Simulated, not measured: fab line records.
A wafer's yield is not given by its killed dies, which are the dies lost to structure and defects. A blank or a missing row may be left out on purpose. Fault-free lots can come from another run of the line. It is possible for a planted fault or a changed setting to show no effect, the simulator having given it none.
Problem report in the 8D (eight disciplines) form, filled by code / flow n5-finfet / the parts of the form that need people (team, actions taken, sign-off) are left out

== 1. THE ISSUE ==
Wafers with no fault read 0.64 a.u. with a standard deviation of 0.07, whereas oes-product-au at N5_BEOL_M6_HM_OPEN_17 reads a mean of 0.27 a.u. on 1 wafer of 1 lot. Measured from the usual mean, that is -5.3 standard deviations.
The step: chemistry Cl2/BCl3, target TiN, target depth 20 nm, overetch 6 nm.
First seen on wafer L738.2, day 13 21:06, on rie-metal-02. The record holds 24 wafers of 8 lots with a number at this step. By rule, "out" or "out of limits" means more than 4 standard deviations away from the usual mean. The other wafers with a number count as sound.

== 2. WHAT IT IS, AND WHAT IT ISN'T ==
question=which readings at this step | is=oes-product-au, throttle-valve-pct | is not=bcl3-flow-sccm, drypump-motor-current-A
question=which lots | is=L738 | is not=L722, L723, L728, L730, L732, L743, L745
question=which wafers of those lots | is=L738.2 | is not=L738.1, L738.3
question=read on which tools | is=rie-metal-02 | is not=rie-metal-01, rie-metal-03
question=when | is=from day 13 21:06 | is not=up to then (17 sound wafers); but 6 sound wafers of L743, L745 came after

== 3. WHAT RULES OUT EACH SUSPECT ==
Counting: if a tool at a process step up to the reading ran every lot that is out, it stays a suspect. Sound lots after the first of them don't rule it out here, since some wafers of a struck lot are sound.
- cvd-co-02 at N5_BEOL_M5_CO_CAP_78 (material Co, precursor CCTBA/H2, target thk 2 nm, time 102.1 s): kept. The lot that is out, L738, ran on it at day 13 15:51; the last sound lot it ran before that was L730, at day 11 11:57.
- rie-diel-01 at N5_BEOL_M6_ETCH_62 (etches SOC in N2/H2, target depth 110 nm, overetch 22 nm, time 165 s): kept. The lot that is out, L738, ran on it at day 13 20:55; the last sound lot it ran before that was L730, at day 11 15:09.
- rie-metal-02 at N5_BEOL_M6_HM_OPEN_17 (chemistry Cl2/BCl3, target TiN, target depth 20 nm, overetch 6 nm): kept. The lot that is out, L738, ran on it at day 13 21:06; the last sound lot it ran before that was L732, at day 12 17:45. On those wafers its own readings are out: oes-product-au, throttle-valve-pct.
- In cvd-co-02 at N5_BEOL_M5_CO_CAP_78, the wafers that are out were processed in chamber 2 and their sound lot-mates in chambers 0, 1.
- In rie-diel-01 at N5_BEOL_M6_ETCH_62, the wafers that are out were processed in chamber 2 and their sound lot-mates in chambers 0, 1.
- The sound lot-mates ran in chamber 1 of rie-metal-02 at N5_BEOL_M6_HM_OPEN_17, but the wafers that are out ran in chamber 0.
Left after counting: cvd-co-02 at N5_BEOL_M5_CO_CAP_78, rie-diel-01 at N5_BEOL_M6_ETCH_62, rie-metal-02 at N5_BEOL_M6_HM_OPEN_17.

== 4. THE CAUSE (what the simulator had put in) ==
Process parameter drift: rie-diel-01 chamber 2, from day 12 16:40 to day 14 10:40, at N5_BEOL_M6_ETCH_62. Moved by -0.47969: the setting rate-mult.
Counting leaves 3 suspects; this tool is one of them.

== 5. THE CHAIN OF EFFECTS, in route order ==
Rows list readings where the struck wafers' mean (over those with a number) sits beyond 3 standard deviations from the usual. Scope: only readings with a usual standard deviation given in the record; hours: median across lots of the time from each lot's start at the first step in this table that gives one to its start at this step; sigmas: change in usual standard deviations.
hours=0; step=N5_BEOL_M6_HM_OPEN_17; reading=oes-product-au; usual=0.64 a.u.; on struck wafers=0.27; change=-0.37; sigmas=-5.3
hours=0; step=N5_BEOL_M6_HM_OPEN_17; reading=throttle-valve-pct; usual=22.09 %; on struck wafers=22.87; change=+0.78; sigmas=+5.2
hours=93; step=N5_PASSIVATION_PROBE_49; reading=defect-limited-yield; usual=91.2 %; on struck wafers=0.0; change=-91.2; sigmas=-65
hours=93; step=N5_PASSIVATION_PROBE_49; reading=killed_at_M4_up; usual=14; on struck wafers=1093; change=+1079; sigmas=+99 or more
hours=93; step=N5_PASSIVATION_PROBE_49; reading=killed-dies; usual=104; on struck wafers=1180; change=+1076; sigmas=+63
hours=93; step=N5_PASSIVATION_PROBE_49; reading=killed-on-rim; usual=13; on struck wafers=152; change=+139; sigmas=+37
hours=93; step=N5_PASSIVATION_PROBE_49; reading=sort_bin_5_function; usual=5.3 %; on struck wafers=96.4; change=+91.1; sigmas=+99 or more
hours=93; step=N5_PASSIVATION_PROBE_49; reading=sort-n-pass; usual=1076; on struck wafers=0; change=-1076; sigmas=-63
hours=93; step=N5_PASSIVATION_PROBE_49; reading=sort-yield-pct; usual=91.2 %; on struck wafers=0.0; change=-91.2; sigmas=-65
It contains these process steps:
- N5_BEOL_M6_HM_OPEN_17: chemistry Cl2/BCl3, target TiN, target depth 20 nm, overetch 6 nm.
- N5_PASSIVATION_PROBE_49
Readings that are blank on the struck wafers while sound wafers have them: cd-nm at N5_BEOL_M6_CD_MEAS_18; trench-depth-nm at N5_BEOL_M6_OCD_MEAS_38.

== 6. HOW IT WOULD HAVE BEEN CAUGHT EARLIER ==
In this record no reading fell out of limits until day 13 21:06, 28 hours after the fault had begun at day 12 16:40.
Of the tool readings at N5_BEOL_M6_ETCH_62 for which the record gives a usual standard deviation, none was out on any struck wafer, so an alarm limit of 4 standard deviations on them would not have fired.
By day 13 21:06 the whole set of lots that are out, 1 in number, had already begun N5_BEOL_M6_ETCH_62 on rie-diel-01. Holding the tool at that point would not have protected any of them.
